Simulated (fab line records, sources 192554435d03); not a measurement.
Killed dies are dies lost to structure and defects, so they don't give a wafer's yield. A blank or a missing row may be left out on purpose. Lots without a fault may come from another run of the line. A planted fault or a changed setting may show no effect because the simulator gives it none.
A struck lot beside a sound one | flow n5_finfet | 15 steps out of a route of 1938
Sound: wafers L630.1, L630.3, L630.6. Struck: wafers L622.4, L622.5, L622.6. The cause comes at the end.
At each step with rows: each side's tool, then ch and its chambers, then its first start. Under that, the readings that differ: sound wafers | struck wafers | difference of the means | sigmas: that difference in standard deviations of wafers without a fault.
alike: readings whose means differ by less than 2 such deviations, and words and numbers that are the same on both sides. not compared: withheld readings, readings that some wafer has no value for, bounds like >300 that may hide the same value, and numbers for which the record gives no deviation and whose values overlap.
The two part at a step that has a row with sigmas, a row that says differs or no value, or rows on one side only. Numbers that don't overlap but have no deviation are shown without sigmas and don't part them. A reading that every wafer of one side lacks parts them only if that side has two wafers or more.

N5_MIM_BOT_LITHO_CD_MEAS_08: target cd 3000 nm.
  sound on cd_sem-02 ch 0, day 17 22:58; struck on cd_sem-01 ch 0, day 16 04:34
  alike: cd_nm
N5_MIM_BOT_LITHO_OVL_MEAS_11:
  sound on overlay-01 ch 0, day 17 23:00; struck on overlay-01 ch 0, day 16 04:35
  alike: MIM_BOT_OVL
N5_MIM_BOT_LITHO_INSPECT_12: inspects for defects (macro).
  sound on defect_inspect-01, day 17 23:02; struck on defect_inspect-01, day 16 04:37
  alike: raw_defect_count
N5_MIM_BOT_LITHO_DESCUM_10: chemistry O2, time 7.9 s.
  sound on rie_diel-01 ch 0,3, day 17 23:07; struck on rie_diel-01 ch 0,2,3, day 16 04:39
  alike: drypump_motor_current_A, oes_product_au, rf_vpp_V, showerhead_plenum_p_Torr, throttle_valve_pct
  not compared: rf_hours_counter_h
N5_MIM_BOT_ETCH_ETCH_04: etches SiNx in CF4/O2, target depth 26 nm, time 13 s.
  sound on rie_diel-01 ch 0,3, day 17 23:11; struck on rie_diel-01 ch 0,2,3, day 16 04:43
  alike: O2_flow_sccm, drypump_motor_current_A, oes_product_au, rf_vpp_V, showerhead_plenum_p_Torr, throttle_valve_pct
  not compared: rf_hours_counter_h
N5_MIM_BOT_ETCH_ETCH_03: etches the open film in Cl2/BCl3, target depth 12 nm.
  sound on rie_metal-03 ch 0,1, day 17 23:16; struck on rie_metal-02 ch 0,1, day 16 04:50
  alike: bcl3_flow_sccm, drypump_motor_current_A, oes_product_au, throttle_valve_pct
  not compared: rf_hours_counter_h
N5_MIM_BOT_ETCH_ETCH_00: etches TiN in Cl2/BCl3, target depth 45.5 nm.
  sound on rie_metal-03 ch 0,1, day 17 23:22; struck on rie_metal-02 ch 0,1, day 16 04:56
  alike: bcl3_flow_sccm, drypump_motor_current_A, oes_product_au, throttle_valve_pct
  not compared: rf_hours_counter_h
N5_MIM_BOT_ETCH_STRIP_01: strips in O2.
  sound on rie_diel-05 ch 0,1,3, day 17 23:30; struck on rie_diel-06 ch 0,1,2, day 16 05:02
  alike: drypump_motor_current_A, oes_product_au, rf_vpp_V, showerhead_plenum_p_Torr, throttle_valve_pct
  not compared: rf_hours_counter_h
then, 4 steps without rows for these wafers: N5_MIM_BOT_ETCH_STRIP_02 (strips in post etch residue remover, time 1200 s); N5_MIM_BOT_ETCH_CLEAN_05 (cleans in IPA, time 180 s); N5_MIM_BOT_ETCH_SRD_06 (time 30 s); N5_PASSIVATION_PECVD_55 (deposits SiO2 from SiH4/N2O, target thk 400 nm, time 22.5 s).
N5_PASSIVATION_PECVD_01: deposits SiNx from SiH4/NH3/N2, target thk 200 nm, time 43.2 s.
  sound on pecvd-01 ch 0,2, day 18 00:02; struck on pecvd-01 ch 0,1,2, day 16 05:35
  no value came back on the struck wafers for any of 6 readings (chamber_pressure_Torr (Torr), heater_power_outer_w (W) and others); on the sound wafers chamber_pressure_Torr (Torr) reads 4.892 4.889 4.891
then, 1 step without rows for these wafers: N5_PASSIVATION_HMDS_03 (time 60 s).
N5_PASSIVATION_PROBE_49:
  sound on prober-01, day 18 07:43; struck on prober-02, day 16 14:11
  alike: defect_limited_yield, killed_at_M0_to_M3, killed_at_M4_up, killed_at_contacts, killed_at_front_end, killed_at_other, killed_dies, killed_open, killed_short, sort_bin_5_function, sort_bin_6_memory, sort_n_pass, sort_yield_pct

WHERE THEY PART
Only at N5_PASSIVATION_PECVD_01, within this record. Later steps at which nothing parts them and some readings are alike: N5_PASSIVATION_PROBE_49.

WHY: what the simulator had put in
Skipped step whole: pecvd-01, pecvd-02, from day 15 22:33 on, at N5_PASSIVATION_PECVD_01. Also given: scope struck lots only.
